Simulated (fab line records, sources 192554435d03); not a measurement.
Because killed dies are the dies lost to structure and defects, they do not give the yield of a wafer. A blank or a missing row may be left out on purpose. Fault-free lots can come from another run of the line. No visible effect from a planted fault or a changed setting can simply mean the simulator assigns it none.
fab line records -- flow n5_finfet -- part 1 of 2: steps 1 to 40 of 41
record: lots: 5, wafers: 15, last_day: 20
route steps=1938 shown BEOL_M4@1099 BEOL_M5@1112 BEOL_M10@1490 PASSIVATION@1936
lots untouched by any fault: they come from a run of this same line in which no faults occurred
start_h: start of the lot's first displayed wafer, in hours after the record's first day -- wait_h: hours elapsed since this lot's preceding step -- " the same as in the row above -- L1.1+2: one row covering several wafers at once -- - value missing, or start not given -- * or withheld: withheld -- < > ~ a bound
route shown NAME@n: a module of which the file shows steps, and the number in the route of the first -- usual: mean/standard deviation taken from wafers without a fault -- same: alike in all rows -- chamber/n: place in a boat -- sites: per-site readings -- _std_site: the standard deviation of these -- _edge_site: outer sites' mean less inner sites' -- radius_mm: how far each site lies from the wafer's centre -- mask NAME#n: copy n -- behind: the tool/chamber that last shaped the wafer -- hold: why the lot went on hold/how many hours it stayed there/how the hold came to an end -- device: the n, p or np transistor that did not switch -- end of line: the tests these same wafers got at the end of their route -- where a step has no rows: the recipe by itself -- killed: the dies lost at the first sort to structure and to defects; this is not the yield of the wafer -- map: a wafer's dies, x killed, . not, _ none there
set.NAME: setting as actually run; set.NAME@STEP: the setting as run at that earlier step -- model.NAME: the simulator's own value behind a step, which no gauge read
lots seen at some steps along the route; tables by step, rows by wafer
services: the hour from which a tool's chamber was out of use, counted from the record's first day as start_h (under 0 if before that day), plus the number of hours and why
== steps ==
step: N5_BEOL_M4_ANNEAL_95
recipe: temp_c: 400, time_s: 240, ambient: vacuum
step: N5_BEOL_M4_SPUTTER_96
recipe: material: Cu, target_thk_a: 45, temp_c: -20, chamber_pressure_pa: 0.07, power_w: withheld, time_s: 8.29
step: N5_BEOL_M4_ECD_50
recipe: material: Cu, target_thk_a: 3000
step: N5_BEOL_M4_ANNEAL_51
recipe: temp_c: 225, time_s: 90, ambient: N2
step: N5_BEOL_M4_CMP_52
recipe: stop_on: SiOC, t_overpolish_s: 6.8, down_force_psi: 1, platen_rpm: 50, clearing_platen_down_force_psi: 1.5, clearing_platen_rpm: 50, post_cmp_clean: cu_alkaline, target_thk_nm: 40, clearing_platen_pad_velocity_m_s: 0.99484, pad_velocity_m_s: 0.99484
step: N5_BEOL_M4_PRE_CLEAN_60
recipe: gas: NH3/H2, time_s: 15, temp_c: *, rf_power_w: 300
step: N5_BEOL_M4_CO_CAP_55
recipe: material: Co, target_thk_a: 20, temp_c: 200, precursor: CCTBA/H2, pressure_torr: 30, time_s: 102.1
step: N5_BEOL_M4_PRE_CLEAN_56
recipe: gas: NH3, time_s: 15, temp_c: withheld, rf_power_w: 300
step: N5_BEOL_M4_DEP_57
recipe: material: SiCN, target_thk_a: 80, temp_c: withheld, precursor: 3MS/NH3, pressure_torr: 3, rf_w: 202, time_s: 14
step: N5_BEOL_M4_RC_MEAS_101
usual: DIBL_N: 36.1/2.3, DIBL_P: 36/3.2, IOFF_N: 0.16/0.045, IOFF_P: 0.21/0.049, ION_N: 674/14, ION_P: 462/8.4, SS_N: 71.6/0.83, SS_P: 73.2/0.87, VT_N: 249/3.8, VT_P: -250/3.4
lot.wafer,tool,chamber,start_h,wait_h,DIBL_N[mV/V],DIBL_P[mV/V],IOFF_N[nA/um],IOFF_P[nA/um],ION_N[uA/um],ION_P[uA/um],SS_N[mV/dec],SS_P[mV/dec],VT_N[mV],VT_P[mV]
L278.1,prober-02,0,286.55,0.0,33.5,32,0.11,0.14,664,453,70.6,72.3,254,-257
L278.2,prober-02,0,286.55,0.0,39.3,38,0.19,0.22,673,456,73.2,73.2,249,-252
L278.5,prober-02,0,286.55,0.0,37.1,37,0.16,0.20,669,461,71.9,73.6,250,-252
L275.1,prober-02,0,288.86,0.0,36.4,36,0.17,0.19,671,448,72.1,73.3,252,-253
L275.2,prober-02,0,288.86,0.0,38.2,38,0.19,0.24,677,459,72.6,73.5,250,-251
L275.3,prober-02,0,288.86,0.0,35.8,36,0.16,0.20,672,458,72.1,73.1,252,-251
L282.1,prober-02,0,297.13,0.0,32.9,32,0.10,0.15,648,454,70.0,72.0,254,-256
L282.5,prober-02,0,297.13,0.0,35.3,35,0.13,0.18,676,466,71.2,72.4,253,-250
L282.6,prober-02,0,297.13,0.0,38.4,37,0.19,0.23,682,469,71.9,73.2,249,-250
L286.1,prober-01,0,329.43,0.0,38.8,39,0.21,0.25,685,463,72.1,74.5,247,-249
L286.2,prober-01,0,329.43,0.0,36.9,37,0.18,0.22,684,468,71.4,73.0,245,-251
L286.5,prober-01,0,329.43,0.0,35.9,35,0.16,0.19,676,459,71.5,73.4,249,-253
L288.1,prober-02,0,355.51,0.0,32.8,31,0.12,0.17,675,467,70.1,72.3,249,-251
L288.4,prober-02,0,355.51,0.0,38.0,37,0.21,0.26,693,476,71.4,73.5,242,-247
L288.6,prober-02,0,355.51,0.0,34.9,34,0.16,0.22,682,478,70.3,73.2,245,-246
step: N5_BEOL_M5_ILD_DEP_00
recipe: material: SiCOH_lowk, target_thk_a: 1406.4, temp_c: 300, precursor: DEMS/porogen, pressure_torr: 5, rf_w: 500, time_s: 25.9
step: N5_BEOL_M5_CURE_79
recipe: temp_c: 385, time_s: 240, ambient: He/Ar, material: SiCOH_lowk
step: N5_BEOL_M5_PECVD_70
recipe: material: SiO2, target_thk_a: 160, temp_c: 400, precursor: TEOS/O2, pressure_torr: 5.5, rf_w: 450, teos_flow_sccm: 53.8, gas: O2, flow_sccm: 3000, time_s: 18
step: N5_BEOL_M5_HM_DEP_02
recipe: material: TiN, target_thk_a: 200, temp_c: 25, chamber_pressure_pa: 0.49996
step: N5_BEOL_M5_COAT_59
recipe: resist: SOC, temp_c: 250, time_s: 60, spin_rpm: 1500, resist_thk_nm: 60
step: N5_BEOL_M5_COAT_60
recipe: resist: SiARC, temp_c: 220, time_s: 60, spin_rpm: 1500, resist_thk_nm: 12
step: N5_BEOL_M5_COAT_71
recipe: resist: underlayer, temp_c: 205, time_s: 60, spin_rpm: 1500, resist_thk_nm: 5
step: N5_BEOL_M5_COAT_05
recipe: resist: CAR-EUV, spin_rpm: 1500, resist_thk_nm: 30
step: N5_BEOL_M5_EBR_07
recipe: solvent: PGMEA, ebr_width_mm: 1.5
step: N5_BEOL_M5_SOFTBAKE_06
recipe: temp_c: 110, time_s: 60, resist: CAR-EUV
step: N5_BEOL_M5_EXPOSE_08
recipe: mask_id: M5, na: 0.33, source_shape: annular, sigma_inner: 0.4, sigma_outer: 0.8, polarization: unpolarized, target_cd_nm: 28, dose_mj: 35.75
step: N5_BEOL_M5_PEB_09
recipe: peb_temp_c: 100, peb_time_s: 60, resist: CAR-EUV
step: N5_BEOL_M5_DEVELOP_10
recipe: develop_time_s: 30, developer: TMAH, resist: CAR-EUV, rinse_liquid: surfactant_rinse, dry: air_spin, dev_temp_c: 23
step: N5_BEOL_M5_DESCUM_16
recipe: chemistry: O2, time_s: 7, source_power_w: 50, bias_power_w: 20, pressure_mtorr: 20, rf_frequency_hz: 2.712e+07, temp_c: 40, resist: CAR-EUV, o2_flow_sccm: 225
step: N5_BEOL_M5_ETCH_72
recipe: chemistry: N2/H2, target: underlayer, target_depth_a: 65, mask_material: CAR-EUV, time_s: 5.2, ion_energy_ev: 200, pressure_mtorr: 30, source_w: 840, bias_w: 150, n2_flow_sccm: 200, h2_flow_sccm: 200, ends: cleared
step: N5_BEOL_M5_ETCH_61
recipe: chemistry: CF4, target: SiARC, target_depth_a: 156, mask_material: CAR-EUV, time_s: 26, ion_energy_ev: 80, pressure_mtorr: 40, source_w: 545, bias_w: 36, Ar_flow_sccm: 100, cf4_flow_sccm: 100, ends: cleared
step: N5_BEOL_M5_ETCH_62
recipe: chemistry: N2/H2, target: SOC, target_depth_a: 750, overetch_a: 150, mask_material: SiARC, temp_c: 40, time_s: 112.5, ion_energy_ev: 200, pressure_mtorr: 30, source_w: 840, bias_w: 150, n2_flow_sccm: 200, h2_flow_sccm: 200
step: N5_BEOL_M5_STRIP_63
recipe: chemistry: N2/H2, temp_c: 40, n2_flow_sccm: 200, h2_flow_sccm: 200, rf_frequency_hz: 6e+07
step: N5_BEOL_M5_STRIP_73
recipe: chemistry: N2/H2, temp_c: 40, n2_flow_sccm: 200, h2_flow_sccm: 200, rf_frequency_hz: 6e+07
step: N5_BEOL_M5_STRIP_64
recipe: chemistry: CF4, resist: SiARC, power_w: 300, bias_power_w: 75, pressure_mtorr: 50, cf4_flow_sccm: 150, rf_frequency_hz: 6e+07
step: N5_BEOL_M5_HM_OPEN_17
recipe: chemistry: Cl2/BCl3, target_depth_a: 200, overetch_a: 60, target: TiN, mask_material: SOC, ion_energy_ev: 150, pressure_mtorr: 10, icp_w: 1000, bias_w: 126, Cl2_flow_sccm: 53.25, bcl3_flow_sccm: 21.75, Ar_flow_sccm: 25
step: N5_BEOL_M5_STRIP_19
recipe: chemistry: O2, power_w: 400, temp_c: 40, pressure_mtorr: 30, rf_frequency_hz: 6e+07, bias_power_w: 0, overash_fraction: 0.2, o2_flow_sccm: 225
step: N5_BEOL_M5_COAT_65
recipe: resist: SOC, temp_c: 250, time_s: 60, spin_rpm: 1500, resist_thk_nm: 60
step: N5_BEOL_M5_COAT_66
recipe: resist: SiARC, temp_c: 220, time_s: 60, spin_rpm: 1500, resist_thk_nm: 12
step: N5_BEOL_M10_STRIP_67
recipe: chemistry: CF4, resist: SiARC, power_w: 300, bias_power_w: 75, pressure_mtorr: 50, cf4_flow_sccm: 150, rf_frequency_hz: 6e+07
usual: bias_power_w: 74.99/0.2, cf4_flow_sccm: 150.0/0.47, chamber_pressure_mTorr: 50.00/0.048, drypump_motor_current_A: 5.66/0.21, oes_product_au: 0.80/0.073, rf_vpp_V: 270.7/1.5, showerhead_plenum_p_Torr: 1.77/0.054, throttle_valve_pct: 13.61/0.27
lot.wafer,tool,chamber,start_h,wait_h,bias_power_w,cf4_flow_sccm,chamber_pressure_mTorr,drypump_motor_current_A,oes_product_au,rf_hours_counter_h,rf_vpp_V,showerhead_plenum_p_Torr,throttle_valve_pct,model.SiARC_of_BEOL_M10_COAT_60.thk_nm
L278.1,rie_diel-04,1,334.50,0.0,-,-,-,-,-,-,-,-,-,23
L278.2,rie_diel-04,3,334.50,0.0,-,-,-,-,-,-,-,-,-,23.8
L278.5,rie_diel-04,0,334.50,0.0,-,-,-,-,-,-,-,-,-,23.2
L275.1,rie_diel-04,1,339.10,0.0,-,-,-,-,-,-,-,-,-,23.4
L275.2,rie_diel-04,3,339.10,0.0,-,-,-,-,-,-,-,-,-,24
L275.3,rie_diel-04,0,339.10,0.0,-,-,-,-,-,-,-,-,-,23.2
L282.1,rie_diel-01,2,366.26,0.0,-,-,-,-,-,-,-,-,-,23.8
L282.5,rie_diel-01,0,366.26,0.0,-,-,-,-,-,-,-,-,-,23.6
L282.6,rie_diel-01,1,366.26,0.0,-,-,-,-,-,-,-,-,-,23
L286.1,rie_diel-01,3,393.43,0.0,74.50,150.2,49.98,5.85,0.85,59,269.6,1.77,13.36,0
L286.2,rie_diel-01,2,393.43,0.0,74.82,150.5,50.00,5.63,0.70,236,270.5,1.77,14.12,0
L286.5,rie_diel-01,1,393.43,0.0,74.88,149.7,49.87,5.54,0.77,-,275.1,1.86,13.74,0
L288.1,rie_diel-03,3,418.31,0.0,75.30,149.7,50.04,5.66,0.73,214,270.0,1.70,13.70,0
L288.4,rie_diel-03,2,418.31,0.0,74.93,149.8,50.03,5.96,0.97,-,271.8,1.83,13.26,0
L288.6,rie_diel-03,0,418.31,0.0,74.90,150.2,50.04,5.51,0.87,-,271.1,1.75,13.26,0
step: N5_BEOL_M10_STRIP_19
recipe: chemistry: O2, power_w: 400, temp_c: 40, pressure_mtorr: 30, rf_frequency_hz: 6e+07, bias_power_w: 0, overash_fraction: 0.2, o2_flow_sccm: 225
usual: chamber_pressure_mTorr: 30.00/0.041, drypump_motor_current_A: 5.71/0.18, oes_product_au: 0.78/0.077, rf_vpp_V: 3.7/0.56, showerhead_plenum_p_Torr: 2.05/0.067, throttle_valve_pct: 16.67/0.27
same: bias_power_w: 0, overash_fraction: 0.2
lot.wafer,tool,chamber,start_h,wait_h,chamber_pressure_mTorr,drypump_motor_current_A,oes_product_au,rf_hours_counter_h,rf_vpp_V,showerhead_plenum_p_Torr,throttle_valve_pct,model.SOC_of_BEOL_M10_COAT_59.thk_nm
L278.1,rie_diel-01,1,334.65,0.1,29.95,5.56,0.79,123,3.3,2.16,16.65,92
L278.2,rie_diel-01,3,334.65,0.1,29.97,5.84,0.86,39,3.0,2.03,16.17,92.2
L278.5,rie_diel-01,3,334.65,0.1,30.00,5.83,0.87,-,3.8,2.03,16.19,92.2
L275.1,rie_diel-03,3,339.25,0.1,30.01,5.67,0.74,182,3.3,1.96,16.52,92
L275.2,rie_diel-03,2,339.25,0.1,30.05,5.98,0.69,234,4.2,2.14,16.80,91.8
L275.3,rie_diel-03,1,339.25,0.1,30.04,5.79,0.72,176,5.4,2.01,16.97,92.2
L282.1,rie_diel-01,0,366.42,0.1,30.00,5.70,0.76,154,4.1,2.00,16.65,92.2
L282.5,rie_diel-01,1,366.42,0.1,30.03,5.53,0.78,-,3.3,2.16,16.66,92.2
L282.6,rie_diel-01,0,366.42,0.1,30.08,5.74,0.77,-,5.0,2.00,16.64,92
L286.1,rie_diel-03,3,393.58,0.1,29.99,5.63,0.72,202,3.9,1.95,16.55,0
L286.2,rie_diel-03,0,393.58,0.1,29.96,5.54,0.91,20,4.1,2.06,16.43,0
L286.5,rie_diel-03,3,393.58,0.1,29.96,5.61,0.72,-,3.6,1.96,16.54,0
L288.1,rie_diel-04,1,418.47,0.1,30.00,5.91,0.83,76,3.0,2.04,16.56,0
L288.4,rie_diel-04,0,418.47,0.1,30.00,5.85,0.82,-,3.8,2.05,16.90,0
L288.6,rie_diel-04,2,418.47,0.1,29.96,5.41,0.86,-,3.9,2.14,16.54,0
step: N5_BEOL_M10_ETCH_66
recipe: chemistry: N2/H2, target: SOC, target_depth_a: 1200, overetch_a: 240, mask_material: SiARC, temp_c: 40, time_s: 180, ion_energy_ev: 200, pressure_mtorr: 30, source_w: 840, bias_w: 150, n2_flow_sccm: 200, h2_flow_sccm: 200
usual: bias_w: 150.0/0.45, chamber_pressure_mTorr: 30.001/0.025, drypump_motor_current_A: 5.71/0.17, oes_product_au: 0.63/0.056, rf_vpp_V: 522.5/2.3, showerhead_plenum_p_Torr: 2.49/0.084, throttle_valve_pct: 17.83/0.28
lot.wafer,tool,chamber,start_h,wait_h,bias_w,chamber_pressure_mTorr,drypump_motor_current_A,oes_product_au,rf_hours_counter_h,rf_vpp_V,showerhead_plenum_p_Torr,throttle_valve_pct,model.etch.depth_nm
L278.1,rie_diel-03,1,337.24,0.0,149.8,30.012,5.78,0.74,175,520.9,2.42,18.04,142.4
L278.2,rie_diel-03,3,337.24,0.0,148.9,29.958,5.65,0.74,180,520.1,2.40,17.65,138.9
L278.5,rie_diel-03,3,337.24,0.0,149.8,30.009,5.67,0.73,-,521.2,2.40,17.67,137.8
L275.1,rie_diel-01,0,340.23,0.0,149.9,29.997,5.71,0.78,145,519.9,2.44,17.87,145.3
L275.2,rie_diel-01,3,340.23,0.0,149.7,30.010,5.87,0.87,41,522.3,2.49,17.54,142.4
L275.3,rie_diel-01,1,340.23,0.0,149.9,30.025,5.55,0.79,124,527.3,2.66,17.97,146.6
L282.1,rie_diel-01,2,373.50,0.0,150.1,30.013,5.63,0.67,229,522.8,2.52,18.45,132.4
L282.5,rie_diel-01,3,373.50,0.0,149.2,29.968,5.85,0.86,-,522.2,2.48,17.54,143.9
L282.6,rie_diel-01,2,373.50,0.0,150.1,29.978,5.65,0.68,-,523.3,2.52,18.46,132.2
L286.1,rie_diel-01,3,394.77,0.0,150.0,30.036,5.88,0.69,59,521.4,2.48,17.54,100.3
L286.2,rie_diel-01,1,394.77,0.0,150.3,30.004,5.55,0.62,142,526.5,2.65,18.02,99.98
L286.5,rie_diel-01,2,394.77,0.0,149.9,29.954,5.64,0.57,-,522.1,2.52,18.45,100.1
L288.1,rie_diel-04,1,423.08,0.0,149.6,30.032,5.96,0.67,79,523.5,2.47,17.78,99.73
L288.4,rie_diel-04,0,423.08,0.0,150.1,30.041,5.85,0.65,-,520.8,2.45,17.84,99.31
L288.6,rie_diel-04,2,423.08,0.0,149.4,30.015,5.40,0.69,-,524.1,2.60,17.81,99.49
step: N5_BEOL_M10_VIA_ETCH_34
recipe: chemistry: C4F6/O2, target: SiCOH_lowk, target_depth_a: 1845, mask_material: SOC, taper_deg: 4, time_s: 69.2, ion_energy_ev: 250, pressure_mtorr: 30, source_w: 345, bias_w: 185, Ar_flow_sccm: 300, C4F6_flow_sccm: 10, O2_flow_sccm: 10
usual: bias_w: 185.0/0.51, chamber_pressure_mTorr: 29.998/0.028, drypump_motor_current_A: 5.70/0.17, oes_product_au: 0.77/0.081, rf_vpp_V: 661/25, showerhead_plenum_p_Torr: 2.79/0.08, throttle_valve_pct: 20.94/0.27
lot.wafer,tool,chamber,start_h,wait_h,bias_w,chamber_pressure_mTorr,drypump_motor_current_A,oes_product_au,rf_hours_counter_h,rf_vpp_V,showerhead_plenum_p_Torr,throttle_valve_pct
L278.1,rie_diel-03,1,337.36,0.0,184.5,30.060,5.77,0.28,175,632,2.73,21.03
L278.2,rie_diel-03,3,337.36,0.0,185.9,29.990,5.68,0.28,180,649,2.73,20.79
L278.5,rie_diel-03,3,337.36,0.0,185.1,30.032,5.67,0.28,-,649,2.73,20.79
L275.1,rie_diel-01,0,340.35,0.0,184.6,30.010,5.72,0.29,145,627,2.75,20.81
L275.2,rie_diel-01,3,340.35,0.0,184.3,29.973,5.87,0.33,41,688,2.77,20.30
L275.3,rie_diel-01,1,340.35,0.0,184.8,29.957,5.54,0.30,124,711,2.97,20.88
L282.1,rie_diel-01,2,373.62,0.0,184.8,29.997,5.65,0.27,229,691,2.82,21.27
L282.5,rie_diel-01,3,373.62,0.0,185.0,30.010,5.85,0.32,-,689,2.77,20.34
L282.6,rie_diel-01,2,373.62,0.0,184.7,29.996,5.65,0.27,-,691,2.82,21.27
L286.1,rie_diel-01,3,394.90,0.0,185.1,30.012,5.90,0.84,59,691,2.76,20.48
L286.2,rie_diel-01,1,394.90,0.0,185.1,30.003,5.53,0.77,142,712,2.96,21.07
L286.5,rie_diel-01,2,394.90,0.0,184.7,29.985,5.66,0.69,-,691,2.81,21.44
L288.1,rie_diel-04,1,423.20,0.0,185.3,30.028,5.89,0.83,79,674,2.73,20.57
L288.4,rie_diel-04,0,423.20,0.0,185.2,30.027,5.85,0.81,-,670,2.75,21.04
L288.6,rie_diel-04,2,423.20,0.0,184.8,29.971,5.40,0.86,-,681,2.89,20.75
step: N5_BEOL_M10_ETCH_41
recipe: chemistry: CH3F/O2, target: SiCN, target_depth_a: 426, taper_deg: 2, time_s: 86, ion_energy_ev: 120, mask_material: TiN, pressure_mtorr: 30, source_w: 395, bias_w: 75, Ar_flow_sccm: 150, CH3F_flow_sccm: 30, O2_flow_sccm: 20
usual: bias_w: 75.02/0.25, chamber_pressure_mTorr: 30.000/0.029, drypump_motor_current_A: 5.70/0.17, oes_product_au: 0.78/0.082, rf_vpp_V: 296.6/1.5, showerhead_plenum_p_Torr: 1.96/0.059, throttle_valve_pct: 16.37/0.28
lot.wafer,tool,chamber,start_h,wait_h,bias_w,chamber_pressure_mTorr,drypump_motor_current_A,oes_product_au,rf_hours_counter_h,rf_vpp_V,showerhead_plenum_p_Torr,throttle_valve_pct,model.SiARC_of_BEOL_M10_COAT_60.thk_nm
L278.1,rie_diel-03,1,-,-,75.45,29.933,5.77,0.73,175,296.4,1.92,16.63,10.6
L278.2,rie_diel-03,3,-,-,74.99,29.981,5.66,0.74,180,294.3,1.91,16.37,11.8
L278.5,rie_diel-03,3,-,-,75.44,30.015,5.67,0.74,-,296.2,1.91,16.38,11
L275.1,rie_diel-01,0,-,-,75.12,29.946,5.76,0.77,145,295.8,1.92,16.37,11
L275.2,rie_diel-01,3,-,-,75.03,29.987,5.88,0.87,42,297.1,1.94,15.88,11.4
L275.3,rie_diel-01,1,-,-,75.05,30.031,5.53,0.79,125,300.2,2.09,16.44,10.8
L282.1,rie_diel-01,2,-,-,74.75,30.006,5.63,0.69,229,296.6,1.98,16.84,11.8
L282.5,rie_diel-01,3,-,-,74.91,30.000,5.90,0.86,-,295.8,1.94,15.92,11.4
L282.6,rie_diel-01,2,-,-,75.22,29.965,5.64,0.69,-,296.3,1.98,16.85,10.8
L286.1,rie_diel-01,3,-,-,75.27,29.999,5.86,0.85,59,294.8,1.94,15.91,0
L286.2,rie_diel-01,1,-,-,75.23,29.961,5.54,0.76,142,299.7,2.08,16.47,0
L286.5,rie_diel-01,2,-,-,74.92,29.957,5.63,0.68,-,296.6,1.98,16.88,0
L288.1,rie_diel-04,1,-,-,75.55,30.010,5.89,0.83,79,294.8,1.92,16.08,0
L288.4,rie_diel-04,0,-,-,74.59,30.026,5.85,0.82,-,295.4,1.93,16.43,0
L288.6,rie_diel-04,2,-,-,74.92,29.976,5.45,0.86,-,297.7,2.03,16.11,0
step: N5_BEOL_M10_OCD_MEAS_38
usual: trench_depth_nm: 147/4
lot.wafer,tool,chamber,start_h,wait_h,trench_depth_nm
L278.1,ocd-01,-,337.65,-,-
L278.2,ocd-01,-,337.65,-,-
L278.5,ocd-01,-,337.65,-,-
L275.1,ocd-02,-,340.64,-,-
L275.2,ocd-02,-,340.64,-,-
L275.3,ocd-02,-,340.64,-,-
L282.1,ocd-02,-,373.90,-,-
L282.5,ocd-02,-,373.90,-,-
L282.6,ocd-02,-,373.90,-,-
L286.1,ocd-02,-,395.18,-,148
L286.2,ocd-02,-,395.18,-,147
L286.5,ocd-02,-,395.18,-,143
L288.1,ocd-01,-,423.48,-,151
L288.4,ocd-01,-,423.48,-,150
L288.6,ocd-01,-,423.48,-,149
== key ==
first_sign: step: N5_BEOL_M10_STRIP_67, reading: tool_record, direction: missing
effect: step: N5_BEOL_M10_VIA_ETCH_34, reading: oes_product_au, direction: down, sigmas: 6, usual: 0.77, struck: 0.29
effect: step: N5_BEOL_M10_OCD_MEAS_38, reading: trench_depth_nm, direction: missing
effect: step: N5_PASSIVATION_PROBE_49, reading: killed_at_M4_up, direction: up, sigmas: 99+, usual: 15, struck: 1086
model_effect: step: N5_BEOL_M10_STRIP_67, value: SiARC_of_BEOL_M10_COAT_60.thk_nm, without: 0, struck: 23.44
model_effect: step: N5_BEOL_M10_STRIP_19, value: SOC_of_BEOL_M10_COAT_59.thk_nm, without: 0, struck: 92.09
model_effect: step: N5_BEOL_M10_ETCH_66, value: etch.depth_nm, without: 100.3, struck: 140.2
model_effect: step: N5_BEOL_M10_ETCH_41, value: SiARC_of_BEOL_M10_COAT_60.thk_nm, without: 0, struck: 11.18
more_kills_born_at: N5_BEOL_M10_ETCH_66@rie_diel-01: 6487, N5_BEOL_M10_ETCH_66@rie_diel-03: 3188
met_at N5_BEOL_M10_STRIP_67
struck_wafers L275.1,L275.2,L275.3,L278.1,L278.2,L278.5,L282.1,L282.5,L282.6
later_rows_left_out L275.1,L275.2,L275.3,L278.1,L278.2,L278.5,L282.1,L282.5,L282.6
fault: kind: skipped_step_whole, tool: rie_diel-01,rie_diel-04, chamber: -, onset_h: 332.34, steps: N5_BEOL_M10_STRIP_67, scope: struck_lots_only
later_rows_left_out: the simulator's readings of these wafers behind a module that went badly wrong aren't trusted and aren't shown, but for the sort
